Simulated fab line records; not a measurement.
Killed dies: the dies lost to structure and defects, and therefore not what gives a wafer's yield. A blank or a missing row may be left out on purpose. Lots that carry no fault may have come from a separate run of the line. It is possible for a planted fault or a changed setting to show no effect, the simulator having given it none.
The tool behind it: which one?	flow nand harc	10 lots with 30 wafers sampled at 7 steps, on a route of 1159 steps

WHAT EACH GAUGE READ, for each wafer
NHARC_A_CHANNEL_HOLE_D1_INSPECT_12. Usual: raw defect count 5.2, standard deviation 2.7.
lot	measured	on	raw defect count	flag
L994	day 10 22:26	defect inspect-01	1 8 7	
L995	day 10 22:56	defect inspect-01	6 4 3	
L993	day 11 00:16	defect inspect-01	6 8 7	
L997	day 11 10:06	defect inspect-01	3 3 3	
L101	day 11 13:59	defect inspect-01	5 1 2	
L100	day 11 14:08	defect inspect-02	5 8 6	
L104	day 11 19:01	defect inspect-02	8 10 5	
L111	day 13 01:09	defect inspect-01	4 2 3	
L112	day 13 01:59	defect inspect-01	580 588 5	OFF
L113	day 13 18:48	defect inspect-01	2 11 586	OFF

NHARC_A_CHANNEL_HOLE_D1_INSPECT_40. Usual: raw defect count 57, standard deviation 15.
lot	measured	on	raw defect count	flag
L994	day 11 08:05	defect inspect-01	81 71 65	
L995	day 11 08:40	defect inspect-02	45 48 42	
L993	day 11 12:40	defect inspect-02	58 58 42	
L997	day 11 22:14	defect inspect-02	55 49 75	
L101	day 12 02:48	defect inspect-02	47 40 68	
L100	day 12 02:24	defect inspect-02	42 53 53	
L104	day 12 06:35	defect inspect-01	68 75 58	
L111	day 13 08:07	defect inspect-02	70 49 75	
L112	day 13 08:58	defect inspect-01	625 617 62	OFF
L113	day 14 01:46	defect inspect-01	68 60 652	OFF

NHARC_END_SORT_01. Usual: killed at array 29, standard deviation 11; killed at other 0.5, standard deviation 0.85; killed at periphery 3.0, standard deviation 2.3; killed dies 33, standard deviation 12; killed open 3.3, standard deviation 1.9; killed short 2.0, standard deviation 1.5.
lot	measured	on	killed at array	killed at other	killed at periphery	killed dies	killed open	killed short	flag
L994	day 24 16:26	prober-02	16 25 18	0 0 0	0 1 1	16 26 19	1 2 3	1 3 2	
L995	day 25 00:16	prober-02	20 13 27	0 0 0	2 4 1	22 17 28	2 3 2	1 1 3	
L993	day 25 08:05	prober-02	11 14 9	0 0 0	1 2 2	12 16 11	3 3 3	4 2 0	
L997	day 25 21:56	prober-01	26 29 24	4 3 2	3 1 4	33 33 30	1 2 2	1 2 2	
L101	day 26 08:21	prober-02	25 40 30	3 1 2	2 1 4	30 42 36	3 6 3	1 4 3	
L100	day 26 11:43	prober-01	30 34 33	0 0 0	3 1 1	33 35 34	2 4 1	6 1 3	
L104	day 26 15:18	prober-02	52 40 53	0 3 4	7 8 6	59 51 63	4 4 5	3 2 1	
L111	day 27 22:31	prober-02	32 25 26	0 0 0	4 2 2	36 27 28	2 7 3	1 2 0	
L112	day 27 19:00	prober-01	112 120 41	0 1 0	3 5 5	115 126 46	1 1 2	1 0 1	OFF
L113	day 29 13:28	prober-02	42 31 93	2 0 0	1 2 3	45 33 96	2 4 5	2 1 2	

TOOL THAT RAN EACH LOT (tool first, then ch and the chambers of the sampled wafers, then the start)
lot	NHARC_A_CHANNEL_HOLE_D1_DEP_01	NHARC_A_CHANNEL_HOLE_D1_ETCH_38	NHARC_A_CHANNEL_HOLE_D1_ETCH_16	NHARC_A_CHANNEL_HOLE_D1_ETCH_19
L994	pecvd-03 ch 0,1,2, day 10 21:35	rie diel-10 ch 1,2, day 10 22:36	rie diel-10 ch 0,2, day 11 02:25 or earlier	har etch-01 ch 0,1, day 11 02:25
L995	pecvd-02 ch 0,1,2, day 10 22:05	rie diel-13 ch 0,2, day 10 23:05	rie diel-13 ch 1,2,3, day 11 02:49 or earlier	har etch-02 ch 0,1, day 11 02:49
L993	pecvd-03 ch 0,1,2, day 10 23:25	rie diel-10 ch 0,1, day 11 00:25	rie diel-10 ch 0,1,2, day 11 06:58 or earlier	har etch-02 ch 0,1, day 11 06:58
L997	pecvd-04 ch 0,1,2, day 11 09:20	rie diel-09 ch 1,2, day 11 10:14	rie diel-09 ch 1,2, day 11 16:35 or earlier	har etch-01 ch 0,1, day 11 16:35
L101	pecvd-03 ch 0,1,2, day 11 13:08	rie diel-13 ch 0,1, day 11 14:08	rie diel-13 ch 0,1, day 11 21:07 or earlier	har etch-02 ch 1, day 11 21:07
L100	pecvd-02 ch 0,2, day 11 13:16	rie diel-10 ch 1,2,3, day 11 14:18	rie diel-10 ch 0,3, day 11 20:43 or earlier	har etch-01 ch 1, day 11 20:43
L104	pecvd-02 ch 0,2, day 11 18:12	rie diel-10 ch 1,2,3, day 11 19:11	rie diel-10 ch 1,2,3, day 12 00:52 or earlier	har etch-01 ch 0,1, day 12 00:52
L111	pecvd-02 ch 0,1,2, day 13 00:20	rie diel-09 ch 1,3, day 13 01:18	rie diel-09 ch 0,1,3, day 13 02:24 or earlier	har etch-02 ch 0,1, day 13 02:24
L112	pecvd-03 ch 1,2, day 13 01:09	rie diel-10 ch 1,2,3, day 13 02:08	rie diel-10 ch 1,2,3, day 13 03:15 or earlier	har etch-01 ch 0,1, day 13 03:15
L113	pecvd-03 ch 0,1,2, day 13 18:07	rie diel-10 ch 0,1,2, day 13 18:58	rie diel-10 ch 0,1,2, day 13 20:03 or earlier	har etch-02 ch 0, day 13 20:03
- NHARC_A_CHANNEL_HOLE_D1_DEP_01: deposits SiON, target thk 140 nm.
- NHARC_A_CHANNEL_HOLE_D1_ETCH_38: etches the open film in CF4, target depth 39 nm, time 65 s.
- NHARC_A_CHANNEL_HOLE_D1_ETCH_16: etches the open film in O2/COS, target depth 3100 nm, time 806 s.
- NHARC_A_CHANNEL_HOLE_D1_ETCH_19: etches the open film in C4F8/O2/Ar, time 34.5 s.

AS READ BY THE TOOLS THEMSELVES (means over the sampled wafers that have a number; for cases with no such wafer, the mark the record gives instead)
NHARC_A_CHANNEL_HOLE_D1_DEP_01. Usual: heater power w 762 W, standard deviation 76; rf fwd power W 348.2 W, standard deviation 1.3.
lot	tool	heater power w (W)	rf fwd power W (W)	flag
L994	pecvd-03	801	348.1	
L995	pecvd-02	786	349.4	
L993	pecvd-03	756	347.8	
L997	pecvd-04	670	347.1	
L101	pecvd-03	800	348.3	
L100	pecvd-02	797	348.2	
L104	pecvd-02	747	349.1	
L111	pecvd-02	759	347.9	
L112	pecvd-03	784	348.3	
L113	pecvd-03	805	346.4	

NHARC_A_CHANNEL_HOLE_D1_ETCH_38. Usual: bias w 100.0 W, standard deviation 0.3; cf4 flow sccm 150.0 sccm, standard deviation 0.45; drypump motor current A 5.6 A, standard deviation 0.54; mfc ar sccm 0.011 sccm, standard deviation 0.0085; oes product au 0.995 a.u., standard deviation 0.012; rf fwd power W 297.3 W, standard deviation 1.3; rf vpp V 151.1 V, standard deviation 1.2; showerhead plenum p Torr 1.76 Torr, standard deviation 0.083; throttle valve pct 13.285 %, standard deviation 0.0079.
lot	tool	bias w (W)	cf4 flow sccm (sccm)	drypump motor current A (A)	mfc ar sccm (sccm)	oes product au (a.u.)	rf fwd power W (W)	rf vpp V (V)	showerhead plenum p Torr (Torr)	throttle valve pct (%)	flag
L994	rie diel-10	99.6	150.4	5.5	0.011	0.983	296.9	152.4	1.86	13.286	
L995	rie diel-13	100.2	149.7	6.1	0.011	1.001	298.7	151.0	1.73	13.285	
L993	rie diel-10	100.1	150.2	5.7	0.010	1.003	296.3	151.3	1.80	13.277	
L997	rie diel-09	100.1	149.5	6.0	0.023	0.979	297.1	151.9	1.85	13.280	
L101	rie diel-13	99.9	150.4	5.9	0.018	0.995	297.2	150.0	1.67	13.283	
L100	rie diel-10	100.2	149.9	5.3	0.005	0.994	296.5	151.3	1.79	13.284	
L104	rie diel-10	99.8	150.0	5.2	0.005	0.986	297.3	151.9	1.79	13.289	
L111	rie diel-09	100.1	150.0	5.4	0.011	0.994	298.5	151.4	1.78	13.287	
L112	rie diel-10	99.8	150.0	5.3	0.005	0.994	297.9	150.8	1.79	13.282	
L113	rie diel-10	100.0	150.0	5.6	0.010	0.998	297.3	151.2	1.83	13.283	

NHARC_A_CHANNEL_HOLE_D1_ETCH_16. Usual: bias w 300.0 W, standard deviation 0.89; drypump motor current A 5.6 A, standard deviation 0.53; mfc ar sccm 0.011 sccm, standard deviation 0.0086; oes product au 0.994 a.u., standard deviation 0.012; rf fwd power W 499.3 W, standard deviation 1.6; rf vpp V 313.9 V, standard deviation 2.3; showerhead plenum p Torr 3.11 Torr, standard deviation 0.15; throttle valve pct 28.330 %, standard deviation 0.0095.
lot	tool	bias w (W)	drypump motor current A (A)	mfc ar sccm (sccm)	oes product au (a.u.)	rf fwd power W (W)	rf vpp V (V)	showerhead plenum p Torr (Torr)	throttle valve pct (%)	flag
L994	rie diel-10	299.4	5.8	0.016	0.988	499.9	317.0	3.25	28.332	
L995	rie diel-13	299.4	5.7	0.010	0.997	498.9	314.1	3.07	28.331	
L993	rie diel-10	300.1	5.6	0.010	1.000	498.9	316.5	3.23	28.324	
L997	rie diel-09	299.3	6.0	0.023	0.981	498.6	315.9	3.26	28.327	
L101	rie diel-13	299.9	5.5	0.020	0.999	500.0	312.2	2.95	28.329	
L100	rie diel-10	299.8	5.5	0.010	1.006	499.7	313.0	3.08	28.335	
L104	rie diel-10	300.3	5.3	0.005	0.988	498.8	314.5	3.15	28.335	
L111	rie diel-09	299.3	5.9	0.013	1.001	499.5	314.0	3.14	28.328	
L112	rie diel-10	299.2	5.3	0.005	1.002	499.5	313.8	3.15	28.320	
L113	rie diel-10	299.2	5.6	0.010	0.999	500.0	315.2	3.22	28.336	

NHARC_A_CHANNEL_HOLE_D1_ETCH_19. Usual: drypump motor current A 6.0 A, standard deviation 0.66; mfc ar sccm 374.8 sccm, standard deviation 1.2; rf fwd power W 2446 W, standard deviation 13; showerhead plenum p Torr 3.78 Torr, standard deviation 0.071; temp c -20.01 C, standard deviation 0.11; throttle valve pct 37.037 %, standard deviation 0.0093.
lot	tool	drypump motor current A (A)	mfc ar sccm (sccm)	rf fwd power W (W)	showerhead plenum p Torr (Torr)	temp c (C)	throttle valve pct (%)	flag
L994	har etch-01	6.8	373.5	2441	3.74	-20.05	37.032	
L995	har etch-02	5.5	373.9	2452	3.81	-20.02	37.033	
L993	har etch-02	5.4	375.0	2439	3.78	-19.88	37.050	
L997	har etch-01	6.7	374.4	2438	3.80	-19.95	37.040	
L101	har etch-02	5.6	375.2	2463	3.83	-20.07	37.038	
L100	har etch-01	6.8	374.0	2452	3.67	-20.05	37.037	
L104	har etch-01	6.8	374.4	2441	3.73	-20.01	37.033	
L111	har etch-02	5.4	374.4	2448	3.76	-20.00	37.036	
L112	har etch-01	6.8	375.5	2438	3.72	-20.13	37.036	
L113	har etch-02	5.3	374.7	2446	3.73	-20.04	37.033	

THE ANSWER, worked out from the rows above alone
Rule: take the mean of a lot's wafers that have a number; if it is more than 3 standard deviations from the usual mean, the lot is off. Also off: a lot with no number at a reading for which 4 or more lots have one. Where the step has rows for the other lots, those lots are counted as sound. After the gauges, taken in route order, come the tools' own readings; for these a lot's mean is taken, as printed above. The first step at which some lot is off is used, and at that step the reading that is off furthest; a lot without a number counts as furthest.
Off: L112, L113 (NHARC_A_CHANNEL_HOLE_D1_INSPECT_12, raw defect count).
A tool fits if, at a process step before that reading, it ran every lot that is off, and no sound lot after the first of them. Those tools and the gauges at NHARC_A_CHANNEL_HOLE_D1_INSPECT_12 are tried in the same way. Undecided on this evidence; 2 tools fit (pecvd-03 at NHARC_A_CHANNEL_HOLE_D1_DEP_01, defect inspect-01 at NHARC_A_CHANNEL_HOLE_D1_INSPECT_12).

WHAT HAD BEEN PUT IN BY THE SIMULATOR
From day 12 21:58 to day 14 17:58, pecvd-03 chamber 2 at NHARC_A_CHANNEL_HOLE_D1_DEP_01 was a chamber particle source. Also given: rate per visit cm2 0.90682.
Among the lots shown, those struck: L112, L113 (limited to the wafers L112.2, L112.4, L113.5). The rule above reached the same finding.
